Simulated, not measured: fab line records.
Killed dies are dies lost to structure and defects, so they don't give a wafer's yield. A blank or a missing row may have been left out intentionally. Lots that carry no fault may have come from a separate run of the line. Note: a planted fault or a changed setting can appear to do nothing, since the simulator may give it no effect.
Matching of chambers + flow n5 finfet + N5_BEOL_M7_STRIP_19 on rie diel-03: 4 sister chambers
The step strips in O2. 4 wafers are shown with their chamber, then 11 later ones without.

EACH WAFER AND ITS CHAMBER
| wafer  | chamber | showerhead plenum p Torr (Torr) |
|--------|---------|---------------------------------|
| L088.3 | 0       | 2.18                            |
| L087.2 | 2       | 2.12                            |
| L087.3 | 3       | 1.99                            |
| L091.3 | 1       | 1.99                            |

WAFERS WHOSE CHAMBER IS MISSING
| wafer  | showerhead plenum p Torr (Torr) |
|--------|---------------------------------|
| L091.4 | 1.98                            |
| L091.6 | 2.12                            |
| L093.1 | 1.99                            |
| L093.4 | 2.17                            |
| L093.6 | 2.12                            |
| L090.2 | 2.12                            |
| L090.3 | 1.98                            |
| L090.5 | 1.99                            |
| L095.3 | 1.99                            |
| L095.5 | 2.12                            |
| L095.6 | 1.98                            |

WHICH CHAMBER EACH ONE RAN IN
| wafer  | from the rows above     | in truth |
|--------|-------------------------|----------|
| L091.4 | can't be placed: 1 or 3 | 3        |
| L091.6 | 2                       | 2        |
| L093.1 | can't be placed: 1 or 3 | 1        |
| L093.4 | 0                       | 0        |
| L093.6 | 2                       | 2        |
| L090.2 | 2                       | 2        |
| L090.3 | can't be placed: 1 or 3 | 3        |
| L090.5 | can't be placed: 1 or 3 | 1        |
| L095.3 | can't be placed: 1 or 3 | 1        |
| L095.5 | 2                       | 2        |
| L095.6 | can't be placed: 1 or 3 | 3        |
Correctly placed: 5 of 11. Unplaceable from these rows: 6, with the true chamber sitting among the candidates in 6. Placed wrongly: 0.
How it was worked out, from the rows above alone: a wafer's distance from a chamber is the root of the sum, over the readings, of the square of ((its reading less the chamber's mean) divided by the reading's scatter). If the next closest chamber is less than 2 further off than the closest, the wafer can't be placed; otherwise it belongs to the closest. A chamber's mean is the mean of its shown wafers. The scatter: root of mean squared gap, hidden wafer to nearest shown wafer, with one shown wafer a chamber.
